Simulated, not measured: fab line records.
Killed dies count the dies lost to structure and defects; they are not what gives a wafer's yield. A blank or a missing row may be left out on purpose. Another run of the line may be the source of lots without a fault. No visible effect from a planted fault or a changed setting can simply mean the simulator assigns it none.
fab line records    flow n5Finfet
[record] lots = 7  wafers = 39
route steps=1938 shown BEOL_M9@1446 BEOL_M11@1587 BEOL_M12@1637 BEOL_M15@1820 PASSIVATION@1930
startH: hours from the record's first day to the start of the lot's first wafer shown    waitH: how many hours have passed since the lot's step before this one    " the same as in the row above    L1.1+2: one row covering several wafers at once    - either no value or no given start    * or withheld: withheld    < > ~ a bound
route shown NAME@n: a module of which the file shows steps, and the number in the route of the first    usual: the fault-free wafers' mean and standard deviation    same: alike in all rows    chamber/n: place in a boat    sites: per-site readings    _std_site: the values' standard deviation    _edge_site: inner sites' mean taken away from outer sites' mean    radiusMm: for every site, how far away it sits from the centre of the wafer    mask NAME#n: copy n    behind: the tool/chamber that last shaped the wafer    hold: cause of the lot's hold/its duration in hours/its outcome    device: which transistor (n, p or np) failed to switch    end of line: the same wafers' tests at the end of the route    step lacking rows: just its recipe    killed: count of dies lost to structure and defects at first sort (not the wafer's yield)    map: dies across one wafer; x = killed, . = not, _ = none there
set.NAME: the setting as run; set.NAME@STEP: as run at that earlier step    model.NAME: the simulator's own value behind a step, which no gauge read
lots whose settings were changed on purpose; a table a step, a row a wafer
[[steps]]
[step N5_BEOL_M9_TRENCH_ETCH_37]
[recipe] chemistry = C4F6/O2  targetDepthA = 1514.3  target = SiCOH_lowk  timeS = 49  ionEnergyEv = 250  pressureMtorr = 30  sourceW = 345  biasW = 185  Ar_flow_sccm = 300  C4F6_flow_sccm = 10  O2_flow_sccm = 10
lot.wafer  tool        chamber  startH  waitH  set.timeS  model.etch.depthNm  model.BEOL_M9.featureDepthNm  model.TiN_of_BEOL_M9_HM_DEP_02.thkNm
L081.1     rieDiel-06  2        -       -      49         149.2               149.2                         16
L081.2     "           3        "       "      58.97      186.7               186.8                         14.8
L081.3     "           1        "       "      49         154                 154                           15.6
L081.4     "           0        "       "      58.97      181.2               181.2                         15
L081.5     "           0        "       "      58.97      181.1               181                           15
L081.6     "           1        "       "      49         153.1               153.2                         15.6
L083.2     rieDiel-05  3        -       -      49         154.5               154.4                         16
L083.5     "           2        "       "      49         149.6               149.6                         15.8
L083.6     "           1        "       "      49         152.3               152.2                         16
L085.1     rieDiel-06  3        -       -      26.75      84.6                84.6                          17.6
L085.2     "           2        "       "      49         150.5               150.6                         16
L085.3     "           0        "       "      49         150.4               150.4                         15.6
L085.4     "           1        "       "      26.75      84                  84                            17.6
L085.5     "           3        "       "      49         154.7               154.6                         15.6
L085.6     "           0        "       "      26.75      83.03               83                            17.4
L092.1     rieDiel-05  2        -       -      49         148.5               148.6                         16
L092.2     "           0        "       "      49         152.1               152                           16
L092.3     "           3        "       "      23.94      74.41               74.4                          18
L092.4     "           1        "       "      49         152                 152                           15.8
L092.5     "           1        "       "      23.94      75                  75                            18
L092.6     "           2        "       "      23.94      73.03               73                            18
L091.1     rieDiel-02  0        -       -      64.08      200.7               200.8                         14.4
L091.2     "           1        "       "      49         152.1               152                           15.4
L091.3     "           3        "       "      49         149.7               149.6                         15.6
L091.4     "           2        "       "      64.08      196.3               196.2                         14.4
L091.5     "           1        "       "      64.08      197.9               198                           14.4
L091.6     "           0        "       "      49         152.9               153                           15.6
L093.1     rieDiel-05  3        -       -      49         150.4               150.4                         15.8
L093.2     "           1        "       "      70.07      214.9               214.8                         14
L093.3+6   "           0,1      "       "      70.07      216.8               216.8                         14
L093.4     "           0        "       "      49         151.4               151.4                         15.8
L093.5     "           3        "       "      49         151.3               151.2                         16
L096.1     rieDiel-06  0        -       -      49         149.2               149.2                         16
L096.2     "           3        "       "      49         153.3               153.2                         15.8
L096.3     "           1        "       "      49         152.2               152.2                         15.8
L096.4     "           2        "       "      49         149.9               150                           16
L096.5     "           1        "       "      49         152.6               152.6                         16
L096.6     "           2        "       "      49         149.2               149.2                         15.8
[step N5_BEOL_M9_ETCH_41]
[recipe] chemistry = CH3F/O2  target = SiCN  targetDepthA = 366  taperDeg = 2  timeS = 70.1  ionEnergyEv = 120  maskMaterial = TiN  pressureMtorr = 30  sourceW = 395  biasW = 75  Ar_flow_sccm = 150  CH3F_flow_sccm = 30  O2_flow_sccm = 20
[step N5_BEOL_M9_STRIP_80]
[recipe] chemistry = N2/H2  timeS = 10  powerW = 450  tempC = 40  pressureMtorr = 20  rfFrequencyHz = 6e+07  biasPowerW = 7  n2FlowSccm = 200  h2FlowSccm = 200
[step N5_BEOL_M9_OCD_MEAS_38]
[usual] trenchDepthNm = 151.9/1.8
lot.wafer  tool    chamber  startH  waitH  set.timeS@BEOL_M9_TRENCH_ETCH_37  trenchDepthNm
L081.1     ocd-02  -        271.43  -      49                                149.3
L081.2     "       -        "       "      58.97                             186.9
L081.3     "       -        "       "      49                                154.4
L081.4     "       -        "       "      58.97                             180.7
L081.5     "       -        "       "      58.97                             180.9
L081.6     "       -        "       "      49                                153.3
L083.2     ocd-01  -        279.65  -      49                                154.2
L083.5     "       -        "       "      49                                149.4
L083.6     "       -        "       "      49                                152.1
L085.1     ocd-02  -        304.71  -      26.75                             84.4
L085.2     "       -        "       "      49                                150.8
L085.3     "       -        "       "      49                                150.5
L085.4     "       -        "       "      26.75                             83.8
L085.5     "       -        "       "      49                                154.9
L085.6     "       -        "       "      26.75                             83.1
L092.1     ocd-02  -        334.90  -      49                                148.8
L092.2     "       -        "       "      49                                152.3
L092.3     "       -        "       "      23.94                             74.4
L092.4     "       -        "       "      49                                152.0
L092.5     "       -        "       "      23.94                             74.9
L092.6     "       -        "       "      23.94                             73.1
L091.1     ocd-01  -        335.33  -      64.08                             200.5
L091.2     "       -        "       "      49                                152.2
L091.3     "       -        "       "      49                                149.7
L091.4     "       -        "       "      64.08                             196.0
L091.5     "       -        "       "      64.08                             197.7
L091.6     "       -        "       "      49                                152.5
L093.1     ocd-02  -        356.42  -      49                                150.2
L093.2     "       -        "       "      70.07                             215.0
L093.3     "       -        "       "      70.07                             216.6
L093.4     "       -        "       "      49                                151.4
L093.5     "       -        "       "      49                                151.4
L093.6     "       -        "       "      70.07                             217.2
L096.1     ocd-02  -        359.89  -      49                                149.1
L096.2     "       -        "       "      49                                153.3
L096.3     "       -        "       "      49                                152.3
L096.4     "       -        "       "      49                                149.4
L096.5     "       -        "       "      49                                152.8
L096.6     "       -        "       "      49                                148.8
[step N5_BEOL_M9_HM_STRIP_39]
[recipe] chemistry = peroxideTinStrip  material = TiN  targetDepthA = 250  tempC = 50  timeS = 158
[step N5_BEOL_M9_SRD_40]
[recipe] timeS = 30  tempC = 23  rinseLiquid = diw  dry = ipaMarangoni
[step N5_BEOL_M9_ECD_50]
[recipe] material = Cu  targetThkA = 3180
[step N5_BEOL_M9_ANNEAL_51]
[recipe] tempC = 225  timeS = 90  ambient = N2
[step N5_BEOL_M9_CMP_52]
[recipe] stopOn = SiCOH_lowk  tOverpolishS = 7  downForcePsi = 1  platenRpm = 50  clearingPlatenDownForcePsi = 1.5  clearingPlatenRpm = 50  postCmpClean = cuAlkaline  targetThkNm = 140  clearingPlatenPadVelocityMS = 0.99484  padVelocityMS = 0.99484
lot.wafer  tool    chamber  startH  waitH  set.timeS@BEOL_M9_TRENCH_ETCH_37  model.Cu_of_BEOL_M9_ECD_50.thkNm
L081.1     cmp-01  1        274.87  0.3    49                                137.2
L081.3     "       2        "       "      49                                144
L081.4     "       3        "       "      58.97                             170.4
L081.2     "       0        "       "      58.97                             176
L081.6     "       1        "       "      49                                142.2
L081.5     "       2        "       "      58.97                             168.8
L083.2     cmp-02  0        283.47  0.3    49                                143
L083.6     "       1        "       "      49                                142.8
L083.5     "       2        "       "      49                                137.4
L085.4     cmp-02  1        307.70  0.1    26.75                             71.2
L085.1     "       2        "       "      26.75                             72.2
L085.3     "       3        "       "      49                                138.6
L085.2     "       0        "       "      49                                138
L085.6     "       1        "       "      26.75                             71.6
L085.5     "       2        "       "      49                                140.8
L092.4     cmp-02  1        337.38  0.1    49                                138.6
L092.2     "       2        "       "      49                                139.2
L092.3     "       3        "       "      23.94                             62.6
L092.1     "       0        "       "      49                                136.8
L092.6     "       1        "       "      23.94                             61
L092.5     "       2        "       "      23.94                             61.4
L091.4     cmp-02  0        337.93  0.1    64.08                             182.6
L091.1     "       1        "       "      64.08                             187.4
L091.2     "       2        "       "      49                                138.8
L091.3     "       3        "       "      49                                137.8
L091.6     "       0        "       "      49                                140
L091.5     "       1        "       "      64.08                             186.2
L093.2     cmp-02  3        358.72  0.2    70.07                             204.4
L093.4     "       0        "       "      49                                139.4
L093.1+5   "       1,0      "       "      49                                138.8
L093.3     "       2        "       "      70.07                             204.2
L093.6     "       3        "       "      70.07                             205.8
L096.4     cmp-01  2        362.28  0.1    49                                137.4
L096.2     "       3        "       "      49                                141.2
L096.1     "       0        "       "      49                                138.2
L096.3+5   "       1,2      "       "      49                                140.6
L096.6     "       3        "       "      49                                138.6
[step N5_BEOL_M9_THK_MEAS_53]
[recipe] thkMeasGauge = xrf  reads = Cu_of_BEOL_M9_ECD_50
[usual] M9_THK = 141.6/2.6
lot.wafer  tool          chamber  startH  waitH  set.timeS@BEOL_M9_TRENCH_ETCH_37  M9_THK[nm]
L081.1     filmMetro-01  -        275.16  -      49                                138.9
L081.2     "             -        "       "      58.97                             177.4
L081.3     "             -        "       "      49                                146.0
L081.4     "             -        "       "      58.97                             172.1
L081.5     "             -        "       "      58.97                             170.4
L081.6     "             -        "       "      49                                143.9
L083.2     filmMetro-01  -        283.65  -      49                                145.9
L083.5     "             -        "       "      49                                140.4
L083.6     "             -        "       "      49                                145.5
L085.1     filmMetro-02  -        308.00  -      26.75                             72.8
L085.2     "             -        "       "      49                                138.7
L085.3     "             -        "       "      49                                139.9
L085.4     "             -        "       "      26.75                             71.8
L085.5     "             -        "       "      49                                142.0
L085.6     "             -        "       "      26.75                             72.2
L092.1     filmMetro-02  -        337.67  -      49                                136.8
L092.2     "             -        "       "      49                                139.4
L092.3     "             -        "       "      23.94                             62.5
L092.4     "             -        "       "      49                                139.8
L092.5     "             -        "       "      23.94                             61.2
L092.6     "             -        "       "      23.94                             61.1
L091.1     filmMetro-02  -        338.23  -      64.08                             187.7
L091.2     "             -        "       "      49                                139.3
L091.3     "             -        "       "      49                                138.9
L091.4     "             -        "       "      64.08                             183.3
L091.5     "             -        "       "      64.08                             187.2
L091.6     "             -        "       "      49                                141.1
L093.1     filmMetro-01  -        359.02  -      49                                140.9
L093.2     "             -        "       "      70.07                             207.3
L093.3     "             -        "       "      70.07                             206.7
L093.4     "             -        "       "      49                                141.0
L093.5     "             -        "       "      49                                140.6
L093.6     "             -        "       "      70.07                             208.9
L096.1     filmMetro-01  -        362.57  -      49                                140.2
L096.2     "             -        "       "      49                                143.5
L096.3     "             -        "       "      49                                142.6
L096.4     "             -        "       "      49                                139.9
L096.5     "             -        "       "      49                                142.5
L096.6     "             -        "       "      49                                141.0
[step N5_BEOL_M9_PRE_CLEAN_55]
[recipe] gas = NH3  timeS = 15  tempC = withheld  rfPowerW = 300
[step N5_BEOL_M9_DEP_56]
[recipe] material = SiCN  targetThkA = 150  tempC = withheld  precursor = 3MS/NH3  pressureTorr = 3  rfW = 202  timeS = 26.5
[step N5_BEOL_M9_RS_MEAS_57]
[recipe] thkMeasGauge = four-point-probe  reads = Cu_of_BEOL_M9_ECD_50+Co_of_BEOL_M9_CVD_78+TaN_of_BEOL_M9_ALD_74
[usual] M9_RS = 0.1504/0.0025
lot.wafer  tool          chamber  startH  waitH  set.timeS@BEOL_M9_TRENCH_ETCH_37  M9_RS[ohm/sq]
L081.1     filmMetro-01  -        275.30  0.1    49                                0.1541
L081.2     "             -        "       "      58.97                             0.1176
L081.3     "             -        "       "      49                                0.1462
L081.4     "             -        "       "      58.97                             0.1218
L081.5     "             -        "       "      58.97                             0.1231
L081.6     "             -        "       "      49                                0.1485
L083.2     filmMetro-01  -        283.78  0.1    49                                0.1476
L083.5     "             -        "       "      49                                0.1542
L083.6     "             -        "       "      49                                0.1475
L085.1     filmMetro-01  -        308.13  0.1    26.75                             0.3219
L085.2     "             -        "       "      49                                0.1532
L085.3     "             -        "       "      49                                0.1525
L085.4     "             -        "       "      26.75                             0.3271
L085.5     "             -        "       "      49                                0.1500
L085.6     "             -        "       "      26.75                             0.3253
L092.1     filmMetro-02  -        337.81  0.1    49                                0.1546
L092.2     "             -        "       "      49                                0.1510
L092.3     "             -        "       "      23.94                             0.3813
L092.4     "             -        "       "      49                                0.1522
L092.5     "             -        "       "      23.94                             0.3918
L092.6     "             -        "       "      23.94                             0.3933
L091.1     filmMetro-01  -        338.36  0.1    64.08                             0.1099
L091.2     "             -        "       "      49                                0.1526
L091.3     "             -        "       "      49                                0.1536
L091.4     "             -        "       "      64.08                             0.1130
L091.5     "             -        "       "      64.08                             0.1107
L091.6     "             -        "       "      49                                0.1508
L093.1     filmMetro-01  -        359.15  0.1    49                                0.1524
L093.2     "             -        "       "      70.07                             0.1003
L093.3     "             -        "       "      70.07                             0.1004
L093.4     "             -        "       "      49                                0.1515
L093.5     "             -        "       "      49                                0.1524
L093.6     "             -        "       "      70.07                             0.0993
L096.1     filmMetro-02  -        362.70  0.1    49                                0.1532
L096.2     "             -        "       "      49                                0.1493
L096.3     "             -        "       "      49                                0.1498
L096.4     "             -        "       "      49                                0.1539
L096.5     "             -        "       "      49                                0.1499
L096.6     "             -        "       "      49                                0.1524
[step N5_BEOL_M11_CURE_72]
[recipe] tempC = 370  timeS = 120  ambient = DMADMS/He  material = SiCOH_lowk
[usual] lampPowerPct = 52.31/0.057
lot.wafer  tool       chamber  startH  waitH  set.timeS  lampPowerPct
L081.1     uvCure-03  1        289.80  0.4    120        52.28
L081.2     "          1        "       "      146.8      51.18
L081.3     "          1        "       "      146.8      51.07
L081.4     "          1        "       "      120        52.28
L081.5     "          1        "       "      146.8      51.19
L081.6     "          1        "       "      120        52.23
L083.2     uvCure-03  0        297.92  0.1    120        52.44
L083.5     "          0        "       "      120        52.44
L083.6     "          0        "       "      120        52.31
L085.1     uvCure-03  1        323.95  0.0    120        52.36
L085.2     "          1        "       "      48.23      52.30
L085.3     "          1        "       "      48.23      52.31
L085.4     "          1        "       "      120        52.31
L085.5     "          1        "       "      120        52.23
L085.6     "          1        "       "      48.23      52.39
L091.1     uvCure-03  0        351.08  0.0    166.8      52.23
L091.2     "          0        "       "      120        52.23
L091.3     "          0        "       "      166.8      52.37
L091.4     "          0        "       "      120        52.28
L091.5     "          0        "       "      166.8      52.20
L091.6     "          0        "       "      120        52.33
L092.1     uvCure-01  2        351.24  0.0    181.2      49.66
L092.2     "          2        "       "      181.2      49.75
L092.3     "          2        "       "      120        52.34
L092.4     "          2        "       "      120        52.38
L092.5     "          2        "       "      181.2      49.78
L092.6     "          2        "       "      120        52.32
L093.1     uvCure-02  2        372.17  0.0    120        52.31
L093.2     "          2        "       "      57.19      52.30
L093.3     "          2        "       "      57.19      52.34
L093.4     "          2        "       "      57.19      52.25
L093.5     "          2        "       "      120        52.29
L093.6     "          2        "       "      120        52.33
L096.1     uvCure-01  0        377.54  0.0    120        52.36
L096.2     "          0        "       "      78.62      52.33
L096.3     "          0        "       "      78.62      52.36
L096.4     "          0        "       "      120        52.40
L096.5     "          0        "       "      120        52.26
L096.6     "          0        "       "      78.62      52.44
[step N5_BEOL_M12_ETCH_68]
[recipe] chemistry = N2/H2  target = SOC  maskMaterial = SiARC  sourceW = 3000  biasW = 350  tempC = 40  timeS = 285  ionEnergyEv = 200  pressureMtorr = 30  n2FlowSccm = 200  h2FlowSccm = 200
lot.wafer  tool        chamber  startH  waitH  set.targetDepthA  model.SiARC_of_BEOL_M12_COAT_66.thkNm
L081.1     rieDiel-01  3        294.37  0.1    5700              86
L081.2     "           0        "       "      3770              94.4
L081.3     "           1        "       "      5700              85.4
L081.4     "           3        "       "      5700              85.8
L081.5     "           0        "       "      3770              94.6
L081.6     "           1        "       "      3770              93.8
L083.2     rieDiel-04  0        307.26  0.1    5700              85.8
L083.5+6   "           2,3      "       "      5700              86
L085.1     rieDiel-04  3        328.70  0.1    6708              82.6
L085.2     "           1        "       "      5700              86.4
L085.3     "           0        "       "      6708              82
L085.4     "           2        "       "      5700              86.8
L085.5     "           2        "       "      6708              82.2
L085.6     "           3        "       "      5700              86.6
L092.1     rieDiel-04  2        355.99  0.1    6723              82.4
L092.2+6   "           3,0      "       "      5700              86
L092.3     "           0        "       "      5700              85.8
L092.4     "           2        "       "      6723              81.8
L092.5     "           3        "       "      6723              82
L091.1+5   rieDiel-01  2,0      356.03  0.1    5700              86.6
L091.2+6   "           3        "       "      5700              86.2
L091.3     "           1        "       "      5700              86
L091.4     "           0        "       "      5700              86.8
L093.1     rieDiel-04  1        377.91  0.1    5700              85.6
L093.2+4   "           0,3      "       "      5700              85.4
L093.3+6   "           3,0      "       "      5700              86
L093.5     "           1        "       "      5700              85.8
L096.1+2   rieDiel-04  0,3      381.83  0.1    5700              86
L096.3+4   "           1,3      "       "      5700              85.8
L096.5+6   "           0,1      "       "      5700              85.4
[step N5_BEOL_M15_SPUTTER_44]
[recipe] material = Ta  targetThkA = 150  tempC = 50  biasV = 80  powerW = 15000  chamberPressurePa = 0.07  timeS = 24.19
lot.wafer   tool           chamber  startH  waitH  set.timeS  model.Ta_of_BEOL_M15_SPUTTER_44.thkNm
L081.1      pvdSputter-01  -        313.19  0.0    24.19      15.4
L081.2      "              -        "       "      24.19      15
L081.3      "              -        "       "      24.19      15.2
L081.4+5+6  "              -        "       "      38.05      23.8
L083.2+5    pvdSputter-02  -        329.95  0.0    24.19      15
L083.6      "              -        "       "      24.19      14.8
L085.1+3+6  pvdSputter-03  -        348.65  0.0    24.19      15.2
L085.2      "              -        "       "      13.13      8.2
L085.4+5    "              -        "       "      13.13      8.4
L091.1+3+4  pvdSputter-03  -        397.37  0.0    24.19      15
L091.2+5+6  "              -        "       "      37.53      23.2
L092.1+2    pvdSputter-03  -        398.51  0.0    24.19      15
L092.3      "              -        "       "      24.19      15.2
L092.4      "              -        "       "      30.65      19.2
L092.5+6    "              -        "       "      30.65      19
L093.1+4+6  pvdSputter-01  -        408.69  0.0    24.19      14.8
L093.2+3+5  "              -        "       "      34.27      21
L096.1+4+6  pvdSputter-02  -        413.68  0.0    32.6       20.4
L096.2+5    "              -        "       "      24.19      15.4
L096.3      "              -        "       "      24.19      15.2
[step N5_BEOL_M15_SPUTTER_45]
[recipe] material = Cu  targetThkA = 1000  tempC = -20  biasV = 60  powerW = 26000  chamberPressurePa = 0.13  timeS = 16.67
[step N5_BEOL_M15_ECD_47]
[recipe] material = Cu  targetThkA = 18600
[step N5_BEOL_M15_ANNEAL_48]
[recipe] tempC = 225  timeS = 90  ambient = N2
[step N5_BEOL_M15_CMP_49]
[recipe] stopOn = SiO2  tOverpolishS = 4.9  downForcePsi = 2  platenRpm = 80  clearingPlatenDownForcePsi = 2  clearingPlatenRpm = 80  postCmpClean = cuAlkaline  targetThkNm = 850  clearingPlatenPadVelocityMS = 1.5917  padVelocityMS = 1.5917
[usual] barrierFieldEndpointS = 11.46/0.19
lot.wafer  tool    chamber  startH  waitH  set.timeS@BEOL_M15_SPUTTER_44  barrierFieldEndpointS
L081.1     cmp-01  3        313.94  0.3    24.19                          11.79
L081.3     "       0        "       "      24.19                          11.70
L081.2     "       1        "       "      24.19                          11.63
L081.4     "       2        "       "      38.05                          15.01
L081.5     "       3        "       "      38.05                          15.02
L081.6     "       0        "       "      38.05                          14.98
L083.2     cmp-03  3        330.78  0.2    24.19                          11.43
L083.5     "       2        "       "      24.19                          11.40
L083.6     "       3        "       "      24.19                          11.41
L085.4     cmp-04  1        349.74  0.1    13.13                          8.87
L085.2     "       2        "       "      13.13                          8.64
L085.3     "       3        "       "      24.19                          11.35
L085.1     "       0        "       "      24.19                          11.13
L085.5     "       1        "       "      13.13                          8.83
L085.6     "       2        "       "      24.19                          11.43
L091.3     cmp-03  3        398.11  0.2    24.19                          11.54
L091.2     "       0        "       "      37.53                          14.47
L091.4     "       1        "       "      24.19                          11.24
L091.1     "       2        "       "      24.19                          11.79
L091.6     "       3        "       "      37.53                          14.83
L091.5     "       0        "       "      37.53                          14.60
L092.1     cmp-04  3        399.32  0.3    24.19                          11.32
L092.2     "       0        "       "      24.19                          11.54
L092.3     "       1        "       "      24.19                          11.39
L092.4     "       2        "       "      30.65                          13.10
L092.6     "       3        "       "      30.65                          13.18
L092.5     "       0        "       "      30.65                          13.10
L093.2     cmp-03  3        409.43  0.2    34.27                          13.49
L093.3     "       0        "       "      34.27                          13.91
L093.4     "       1        "       "      24.19                          11.40
L093.1     "       2        "       "      24.19                          11.65
L093.6     "       3        "       "      24.19                          11.41
L093.5     "       0        "       "      34.27                          13.85
L096.3     cmp-01  3        414.42  0.2    24.19                          11.48
L096.4     "       0        "       "      32.6                           13.30
L096.2     "       1        "       "      24.19                          11.15
L096.1     "       2        "       "      32.6                           13.41
L096.6     "       3        "       "      32.6                           13.26
L096.5     "       0        "       "      24.19                          11.30
[step N5_PASSIVATION_ETCH_54]
[recipe] chemistry = CHF3/O2  target = SiO2  targetDepthA = 8800  CHF3_flow_sccm = 50  O2_flow_sccm = 5  Ar_flow_sccm = 200  timeS = 440  maskMaterial = PR  pressureMtorr = 30  sourceW = 650  biasW = 170  ionEnergyEv = 200
lot.wafer  tool        chamber  startH  waitH  set.timeS  model.etch.depthNm  model.PASSIVATION.featureDepthNm
L081.1     rieDiel-04  0        325.56  0.1    440        893                 893
L081.2     "           1        "       "      440        888.4               888.4
L081.3     "           2        "       "      440        875.4               875.4
L081.4     "           3        "       "      440        871.6               871.6
L081.5     "           2        "       "      440        867.4               867.4
L081.6     "           1        "       "      440        879.6               879.6
L083.2     rieDiel-01  1        343.38  0.1    440        898.9               898.8
L083.5     "           0        "       "      440        870.3               870.2
L083.6     "           1        "       "      440        897.2               897.2
L085.1     rieDiel-04  0        364.24  0.1    541.6      1090                1090
L085.2     "           2        "       "      440        865.4               865.4
L085.3     "           3        "       "      541.6      1070                1070
L085.4     "           0        "       "      541.6      1091                1091
L085.5     "           2        "       "      440        857.3               857.2
L085.6     "           3        "       "      440        870.5               870.6
L091.1     rieDiel-04  0        409.49  0.1    440        883.3               883.4
L091.2     "           3        "       "      440        872.9               873
L091.3     "           2        "       "      440        886                 886
L091.4     "           1        "       "      440        873.2               873.2
L091.5     "           2        "       "      440        882.1               882.2
L091.6     "           3        "       "      440        872.5               872.6
L092.1     rieDiel-03  1        411.87  0.1    604.2      1213                1213
L092.2     "           0        "       "      440        885.2               885.2
L092.3     "           2        "       "      604.2      1190                1190
L092.4     "           2        "       "      440        860.9               860.8
L092.5     "           1        "       "      604.2      1212                1212
L092.6     "           0        "       "      440        880.4               880.4
L093.1     rieDiel-01  1        421.74  0.1    440        877                 877
L093.2     "           2        "       "      242.3      477.9               477.8
L093.3     "           3        "       "      440        880.8               880.8
L093.4     "           0        "       "      242.3      474.1               474
L093.5     "           1        "       "      242.3      484.8               484.8
L093.6     "           2        "       "      440        866.8               866.8
L096.1     rieDiel-01  1        429.83  0.1    440        881.7               881.6
L096.2     "           2        "       "      440        868.3               868.2
L096.3     "           3        "       "      440        883.2               883.2
L096.4     "           0        "       "      440        855.8               855.8
L096.5     "           3        "       "      440        882                 882
L096.6     "           0        "       "      440        856.6               856.6
[[key]]
[split] step = N5_BEOL_M9_TRENCH_ETCH_37  setting = timeS  stated = 49  by = wafer
[response] step = N5_BEOL_M9_TRENCH_ETCH_37  reading = model.etch.depthNm  change = +1.51  per = 1%  r = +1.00
[response] step = N5_BEOL_M9_TRENCH_ETCH_37  reading = model.BEOL_M9.featureDepthNm  change = +1.51  per = 1%  r = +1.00
[response] step = N5_BEOL_M9_TRENCH_ETCH_37  reading = model.TiN_of_BEOL_M9_HM_DEP_02.thkNm  change = -0.0404  per = 1%  r = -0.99
[response] step = N5_BEOL_M9_OCD_MEAS_38  reading = trenchDepthNm  change = +1.51  per = 1%  r = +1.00
[response] step = N5_BEOL_M9_CMP_52  reading = model.Cu_of_BEOL_M9_ECD_50.thkNm  change = +1.5  per = 1%  r = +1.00
[response] step = N5_BEOL_M9_THK_MEAS_53  reading = M9_THK  change = +1.51  per = 1%  r = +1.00
[response] step = N5_BEOL_M9_RS_MEAS_57  reading = M9_RS  change = -0.00305  per = 1%  r = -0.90
[split] step = N5_BEOL_M11_CURE_72  setting = timeS  stated = 120  by = wafer
[response] step = N5_BEOL_M11_CURE_72  reading = lampPowerPct  shape = bent  atLowest = *  atStated = *  atHighest = *
[split] step = N5_BEOL_M12_ETCH_68  setting = targetDepthA  stated = 5700  by = wafer
[response] step = N5_BEOL_M12_ETCH_68  reading = model.SiARC_of_BEOL_M12_COAT_66.thkNm  change = -0.244  per = 1%  r = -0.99
[split] step = N5_BEOL_M15_SPUTTER_44  setting = timeS  stated = 24.19  by = wafer
[response] step = N5_BEOL_M15_SPUTTER_44  reading = model.Ta_of_BEOL_M15_SPUTTER_44.thkNm  change = +0.149  per = 1%  r = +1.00
[response] step = N5_BEOL_M15_CMP_49  reading = barrierFieldEndpointS  change = +0.0568  per = 1%  r = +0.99
[split] step = N5_PASSIVATION_ETCH_54  setting = timeS  stated = 440  by = wafer
[response] step = N5_PASSIVATION_ETCH_54  reading = model.etch.depthNm  change = +8.91  per = 1%  r = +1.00
[response] step = N5_PASSIVATION_ETCH_54  reading = model.PASSIVATION.featureDepthNm  change = +8.91  per = 1%  r = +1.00
